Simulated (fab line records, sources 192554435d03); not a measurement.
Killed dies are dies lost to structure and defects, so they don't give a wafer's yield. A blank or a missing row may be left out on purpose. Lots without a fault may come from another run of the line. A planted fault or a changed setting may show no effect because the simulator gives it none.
fab line records | flow n5_finfet
record lots=9 wafers=27 last_day=17
route steps=1938 shown BEOL_M12@1615 PASSIVATION@1936
lots that met no fault: from a run of the same line without faults
start_h: hours from the record's first day to the start of the lot's first wafer shown | wait_h: hours since the lot's step before | " the same as in the row above | L1.1+2: a row that stands for several wafers | - no value, or no start given | * or withheld: withheld | < > ~ a bound
route shown NAME@n: a module of which the file shows steps, and the number in the route of the first | usual: mean/standard deviation of fault-free wafers | same: alike in all rows | chamber/n: place in a boat | sites: the reading at each site | _std_site: their standard deviation | _edge_site: outer sites' mean less inner sites' | radius_mm: how far each site lies from the wafer's centre | mask NAME#n: copy n | behind: the tool/chamber that last shaped the wafer | hold: why the lot was held/for how many hours/how that ended | device: the transistor (n, p or np) that didn't switch | end of line: the same wafers' tests at the end of the route | a step without rows: its recipe alone | killed: dies lost to structure and defects at the first sort, not the wafer's yield | map: a wafer's dies, x killed, . not, _ none there
set.NAME: the setting as run; set.NAME@STEP: as run at that earlier step | model.NAME: the simulator's own value behind a step, which no gauge read
steps of the route over a sample of lots; a table a step, a row a wafer
services: from which hour (start_h, from the record's first day; less than 0 if before it) a tool's chamber was out of use, for how many hours, and why
## steps
# step N5_BEOL_M12_DESCUM_15
# recipe chemistry=O2 time_s=7.9 source_power_w=50 bias_power_w=20 pressure_mtorr=20 rf_frequency_hz=2.712e+07 temp_c=40 o2_flow_sccm=225
# usual bias_power_w=20.00/0.065 drypump_motor_current_A=5.8/0.5 oes_product_au=0.76/0.081 rf_vpp_V=243.0/1.4 showerhead_plenum_p_Torr=2.07/0.066 temp_c=40.00/0.12 throttle_valve_pct=20.57/0.18
# columns lot.wafer tool chamber start_h wait_h bias_power_w drypump_motor_current_A oes_product_au rf_hours_counter_h rf_vpp_V showerhead_plenum_p_Torr temp_c throttle_valve_pct
L880.1 rie_diel-05 1 233.87 0.0 19.92 6.1 0.72 219 241.8 1.96 40.08 20.64
L880.2 " 2 " " 20.06 6.5 0.78 148 243.2 2.09 40.04 20.37
L880.4 " 0 " " 20.00 5.7 0.72 202 243.7 2.08 39.67 20.84
L883.2 rie_diel-05 0 263.78 0.1 19.97 5.7 0.71 214 242.4 2.07 40.07 20.85
L883.5 " 3 " " 19.93 5.4 0.73 - 241.2 2.08 39.95 20.53
L883.6 " 0 " " 20.03 5.7 0.71 - 244.1 2.07 40.05 20.87
L887.1 rie_diel-05 3 268.84 0.0 20.00 5.4 0.73 200 243.3 2.08 40.03 20.55
L887.5 " 2 " " 20.08 6.5 0.77 - 243.4 2.09 39.96 20.39
L887.6 " 1 " " 20.00 6.1 0.71 - 241.0 1.96 39.83 20.67
L895.1 rie_diel-04 1 321.30 0.0 19.96 5.8 0.80 97 240.6 2.11 39.87 20.70
L895.3 " 0 " " 19.96 6.1 0.71 183 245.9 2.17 39.79 20.59
L895.4 " 0 " " 19.99 6.1 0.71 - 245.7 2.17 39.99 20.57
L892.1 rie_diel-06 1 321.46 0.0 19.99 5.6 0.69 233 239.7 1.91 39.96 20.82
L892.3 " 2 " " 19.95 5.6 0.83 69 244.6 2.13 40.29 20.31
L892.4 " 0 " " 20.08 6.5 0.90 33 243.0 2.04 40.15 20.22
L898.4 rie_diel-04 1 354.79 0.0 20.02 5.8 0.79 105 244.0 2.10 39.88 20.70
L898.5 " 3 " " 20.04 4.9 0.68 - 243.0 1.99 39.88 20.79
L898.6 " 0 " " 19.94 6.1 0.71 - 244.5 2.16 39.96 20.59
L902.1 rie_diel-05 1 375.25 0.0 20.00 6.1 0.94 13 243.9 2.21 39.99 20.49
L902.3 " 0 " " 20.01 5.8 0.97 3 244.0 2.06 39.98 20.54
L902.5 " 1 " " 19.98 6.1 0.94 - 245.9 2.21 40.12 20.46
L903.3 rie_diel-05 3 379.18 0.0 20.00 5.4 0.69 247 242.8 2.06 40.01 20.63
L903.4 " 2 " " 19.88 6.5 0.72 212 242.8 2.07 39.91 20.45
L903.6 " 0 " " 19.98 5.8 0.96 - 242.9 2.06 39.99 20.52
L901.1 rie_diel-05 3 379.44 0.1 20.05 5.4 0.69 247 242.0 2.06 40.01 20.64
L901.3 " 1 " " 20.00 6.2 0.95 14 244.1 2.21 40.14 20.49
L901.4 " 0 " " 19.99 5.7 0.96 5 242.3 2.06 39.85 20.52
# step N5_BEOL_M12_VIA_ETCH_16
# recipe chemistry=C4F8/O2/Ar target=SiOC pressure_mtorr=30 source_w=3000 bias_w=700 Ar_flow_sccm=400 C4F8_flow_sccm=15 O2_flow_sccm=8 he_inner_torr=15 he_outer_torr=30 target_depth_a=7248 time_s=withheld ion_energy_ev=250 ends=cleared
# usual O2_flow_sccm=8.000/0.024 drypump_motor_current_A=5.8/0.5 oes_product_au=0.69/0.073 rf_vpp_V=665/3.2 showerhead_plenum_p_Torr=3.38/0.1 throttle_valve_pct=24.29/0.19
# columns lot.wafer tool chamber start_h wait_h O2_flow_sccm drypump_motor_current_A oes_product_au rf_vpp_V showerhead_plenum_p_Torr throttle_valve_pct
L880.1 rie_diel-05 1 233.95 0.0 7.998 6.1 0.64 661 3.21 24.35
L880.2 " 2 " " 8.006 6.5 0.69 666 3.39 24.00
L880.4 " 0 " " 7.972 5.7 0.65 665 3.36 24.45
L883.2 rie_diel-05 0 263.87 0.0 7.961 5.7 0.64 665 3.36 24.47
L883.5 " 3 " " 8.031 5.4 0.66 665 3.40 24.27
L883.6 " 0 " " 7.931 5.7 0.64 664 3.36 24.46
L887.1 rie_diel-05 3 268.93 0.0 8.058 5.4 0.66 666 3.40 24.27
L887.5 " 2 " " 8.010 6.5 0.69 666 3.38 24.03
L887.6 " 1 " " 8.011 6.2 0.64 660 3.21 24.37
L895.1 rie_diel-04 1 321.38 0.0 8.050 5.8 0.72 666 3.46 24.60
L895.3 " 0 " " 7.981 6.0 0.64 669 3.54 24.43
L895.4 " 0 " " 7.994 6.0 0.64 668 3.54 24.43
L892.1 rie_diel-06 1 321.54 0.0 7.993 5.6 0.63 656 3.12 24.46
L892.3 " 2 " " 8.002 5.6 0.76 667 3.42 23.87
L892.4 " 0 " " 8.005 6.4 0.82 662 3.36 24.11
L898.4 rie_diel-04 1 354.87 0.0 7.944 5.8 0.71 666 3.45 24.61
L898.5 " 3 " " 7.997 4.9 0.61 663 3.26 24.55
L898.6 " 0 " " 8.023 6.1 0.65 671 3.53 24.43
L902.1 rie_diel-05 1 375.34 0.0 7.949 6.1 0.84 671 3.58 24.19
L902.3 " 0 " " 8.003 5.7 0.88 665 3.34 24.19
L902.5 " 1 " " 7.965 6.1 0.85 671 3.58 24.19
L903.3 rie_diel-05 3 379.26 0.0 8.000 5.4 0.63 664 3.37 24.33
L903.4 " 2 " " 7.987 6.5 0.66 665 3.36 24.09
L903.6 " 0 " " 8.012 5.7 0.88 664 3.34 24.20
L901.1 rie_diel-05 3 379.53 0.0 8.043 5.4 0.63 664 3.37 24.34
L901.3 " 1 " " 8.015 6.2 0.83 670 3.58 24.19
L901.4 " 0 " " 7.991 5.8 0.88 665 3.34 24.18
# step N5_BEOL_M12_STRIP_64
# recipe chemistry=N2/H2 power_w=1000 temp_c=250 h2_frac=0.65 overash_fraction=0.3 pressure_mtorr=withheld n2_flow_sccm=1750 h2_flow_sccm=3250
# usual drypump_motor_current_A=5.6/0.6 heater_power_w=341/54 oes_product_au=0.715/0.0046 strip_time_to_endpoint_s=31.31/0.095 temp_c=249.98/0.18
# columns lot.wafer tool chamber start_h wait_h drypump_motor_current_A heater_power_w oes_product_au rf_hours_counter_h strip_time_to_endpoint_s temp_c
L880.1 plasma_asher-02 0 234.21 0.0 5.5 336 0.717 68 31.32 249.99
L880.2 " 1 " " 5.1 422 0.713 68 31.35 249.91
L880.4 " 1 " " 5.1 420 0.720 - 31.37 249.89
L883.2 plasma_asher-01 0 264.13 0.0 5.1 343 0.727 119 31.38 249.66
L883.5 " 0 " " 5.1 339 0.722 - 31.38 249.94
L883.6 " 1 " " 6.5 275 0.713 - 31.39 250.08
L887.1 plasma_asher-01 1 269.19 0.0 6.5 266 0.708 120 31.41 250.26
L887.5 " 1 " " 6.5 288 0.719 - 31.39 250.22
L887.6 " 0 " " 5.1 341 0.718 - 31.47 250.23
L895.1 plasma_asher-01 1 321.64 0.0 6.5 271 0.718 131 31.22 249.95
L895.3 " 0 " " 5.1 339 0.710 - 31.30 250.13
L895.4 " 1 " " 6.5 273 0.712 - 31.33 250.14
L892.1 plasma_asher-01 1 321.80 0.0 6.5 271 0.713 131 31.36 249.99
L892.3 " 0 " " 5.1 335 0.719 - 31.35 249.95
L892.4 " 1 " " 6.5 269 0.710 - 31.26 249.81
L898.4 plasma_asher-02 1 355.15 0.0 5.1 410 0.710 - 31.22 249.68
L898.5 " 0 " " 5.5 348 0.710 - 31.38 249.93
L898.6 " 1 " " 5.1 422 0.715 - 31.16 249.88
L902.1 plasma_asher-02 1 375.61 0.0 5.1 431 0.714 98 31.47 249.80
L902.3 " 1 " " 5.1 427 0.719 - 31.52 250.06
L902.5 " 1 " " 5.1 430 0.714 - 31.42 250.07
L903.3 plasma_asher-01 1 379.54 0.0 6.5 276 0.712 - 31.30 250.13
L903.4 " 0 " " 5.1 342 0.727 - 31.29 250.13
L903.6 " 0 " " 5.1 342 0.721 - 31.32 250.00
L901.1 plasma_asher-01 1 379.79 0.0 6.5 275 0.722 141 31.17 250.09
L901.3 " 0 " " 5.1 337 0.709 - 31.20 250.16
L901.4 " 1 " " 6.5 273 0.706 - 31.09 250.05
# step N5_BEOL_M12_CD_MEAS_17
# recipe target_cd_nm=140 polarity=opening
# usual cd_nm=140.5/2
# columns lot.wafer tool chamber start_h wait_h cd_nm
L880.1 cd_sem-01 - 234.36 0.0 138.2
L880.2 " - " " 139.4
L880.4 " - " " 139.9
L883.2 cd_sem-01 - 264.28 0.0 140.9
L883.5 " - " " 142.3
L883.6 " - " " 141.5
L887.1 cd_sem-03 - 269.33 0.0 138.9
L887.5 " - " " 137.9
L887.6 " - " " 140.3
L895.1 cd_sem-02 - 321.79 0.0 141.1
L895.3 " - " " 142.1
L895.4 " - " " 140.7
L892.1 cd_sem-03 - 321.95 0.0 140.5
L892.3 " - " " 142.3
L892.4 " - " " 146.5
L898.4 cd_sem-03 - 355.28 0.0 140.7
L898.5 " - " " 141.0
L898.6 " - " " 137.1
L902.1 cd_sem-03 - 375.76 0.0 138.6
L902.3 " - " " 142.7
L902.5 " - " " 139.1
L903.3 cd_sem-02 - 379.68 0.0 142.1
L903.4 " - " " 141.5
L903.6 " - " " 141.9
L901.1 cd_sem-02 - 379.94 0.0 140.4
L901.3 " - " " 141.2
L901.4 " - " " 141.9
# step N5_BEOL_M12_INSPECT_30
# recipe mode=adi inspect_instrument=macro
# usual raw_defect_count=2.1/1.5
# columns lot.wafer tool chamber start_h wait_h raw_defect_count
L880.1 defect_inspect-01 - 234.74 0.0 3
L880.2 " - " " 2
L880.4 " - " " 2
L883.2 defect_inspect-01 - 264.78 0.0 3
L883.5 " - " " 1
L883.6 " - " " 3
L887.1 defect_inspect-01 - 269.71 0.0 >300
L887.5 " - " " 5
L887.6 " - " " 0
L895.1 defect_inspect-01 - 322.30 0.0 1
L895.3 " - " " 3
L895.4 " - " " 2
L892.1 defect_inspect-02 - 322.46 0.0 1
L892.3 " - " " 3
L892.4 " - " " 1
L898.4 defect_inspect-02 - 355.66 0.0 4
L898.5 " - " " 1
L898.6 " - " " 2
L902.1 defect_inspect-01 - 376.26 0.0 7
L902.3 " - " " 2
L902.5 " - " " 3
L903.3 defect_inspect-02 - 380.18 0.0 4
L903.4 " - " " 0
L903.6 " - " " 1
L901.1 defect_inspect-01 - 380.44 0.0 1
L901.3 " - " " 3
L901.4 " - " " 2
# step N5_PASSIVATION_PROBE_49
# usual defect_limited_yield=91.6/1.2 killed_at_M0_to_M3=33/9.4 killed_at_M4_up=13/5.2 killed_at_contacts=13/5.6 killed_at_front_end=37/9.5 killed_at_other=4/3.1 killed_dies=99/15 killed_open=65/11 killed_short=32/7.5 sort_bin_5_function=4.9/0.77 sort_bin_6_memory=3.1/0.65 sort_n_pass=1081/15 sort_yield_pct=91.6/1.2
# same gross_dies=1180 killed_at_back_side=0 sort_bin_4_leakage[%]=0 sort_bin_8_speed[%]=0
# columns lot.wafer tool chamber start_h wait_h defect_limited_yield[%] killed_at_M0_to_M3 killed_at_M4_up killed_at_contacts killed_at_front_end killed_at_other killed_dies killed_open killed_short sort_bin_5_function[%] sort_bin_6_memory[%] sort_n_pass sort_yield_pct[%]
L887.1 prober-02 - 323.79 0.0 79.7 35 137 9 51 7 239 70 44 12.9 5.0 941 79.7
L887.5 prober-02 - 323.99 0.2 93.2 19 6 17 34 4 80 44 35 4.1 2.4 1100 93.2
L887.6 prober-02 - 324.04 0.3 91.1 26 18 14 37 10 105 70 35 5.6 3.0 1075 91.1
# killed by level:class
L887.1 BEOL_M12:unspecified=123 FIN_SAQP:geometric_particle:short=13 STI_FIN_REVEAL:geometric_particle:open=12 FIN_SAQP:geometric_particle:open=10 MOL_CONTACT_COAG:geometric_particle:open=9 BEOL_M0_SAQP:geometric_particle:short=9 BEOL_M0_SAQP:geometric_particle:open=8 BEOL_M1:geometric_particle:short=5
L887.5 MOL_CONTACT_COAG:geometric_particle:open=14 FIN_SAQP:geometric_particle:short=8 FIN_SAQP:geometric_particle:open=6 BEOL_M1:geometric_particle:open=5 SPACER0:geometric_particle:open=4 GATE_CUT:geometric_particle:short=3 MOL_CONTACT_COAG:geometric_particle:short=3 BEOL_M3:geometric_particle:open=3
L887.6 MOL_CONTACT_COAG:geometric_particle:open=13 FIN_SAQP:geometric_particle:short=8 FIN_SAQP:geometric_particle:open=8 BEOL_M4:geometric_particle:open=8 BEOL_M2:geometric_particle:open=8 PASS1_CAP:geometric_particle:open=6 BEOL_M1:geometric_particle:short=6 BEOL_M0_SAQP:geometric_particle:open=5
## services
# columns tool chamber start_h hours kind
rie_diel-05 - 219.24 0.6 repair
rie_diel-06 - 226.50 4.3 pm
rie_diel-06 2 244.62 10.0 repair
rie_diel-05 1 249.20 16.5 repair
rie_diel-04 3 277.18 5.2 repair
plasma_asher-02 - 293.46 2.6 repair
rie_diel-04 2 310.68 - clean
rie_diel-04 2 310.68 - consumable_replace:focus_ring
rie_diel-04 2 310.68 15.0 scheduled_down
rie_diel-04 2 310.68 15.0 vent_cycle
rie_diel-05 1 327.80 - clean
rie_diel-05 1 327.80 - consumable_replace:focus_ring
rie_diel-05 1 327.80 - consumable_replace:showerhead
rie_diel-05 1 327.80 14.5 scheduled_down
rie_diel-05 1 327.80 14.5 vent_cycle
rie_diel-04 - 328.49 15.6 pm
rie_diel-05 0 347.40 - clean
rie_diel-05 0 347.40 - consumable_replace:focus_ring
rie_diel-05 0 347.40 19.4 scheduled_down
rie_diel-05 0 347.40 19.4 vent_cycle
rie_diel-06 1 367.37 - clean
rie_diel-06 1 367.37 - consumable_replace:esc
rie_diel-06 1 367.37 - consumable_replace:focus_ring
rie_diel-04 3 371.95 7.3 repair
## key
first_sign step=N5_BEOL_M12_INSPECT_30 reading=raw_defect_count direction=up sigmas=99+ usual=2.1 struck=>300
effect step=N5_PASSIVATION_PROBE_49 reading=killed_at_M4_up direction=up sigmas=24 usual=13 struck=137
more_kills_born_at N5_BEOL_M12_VIA_ETCH_16@rie_diel-05=123
met_at N5_BEOL_M12_VIA_ETCH_16
struck_lots L887
struck_wafers L887.1
not_acting_at N5_BEOL_M12_DESCUM_15,N5_BEOL_M12_STRIP_64,N5_BEOL_M12_CD_MEAS_17
onset_between 263.87 268.93
fault kind=chamber_particle_source tool=rie_diel-05 chamber=3 onset_h=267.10 steps=N5_BEOL_M12_VIA_ETCH_16 rate_per_visit_cm2=0.78073 end_h=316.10
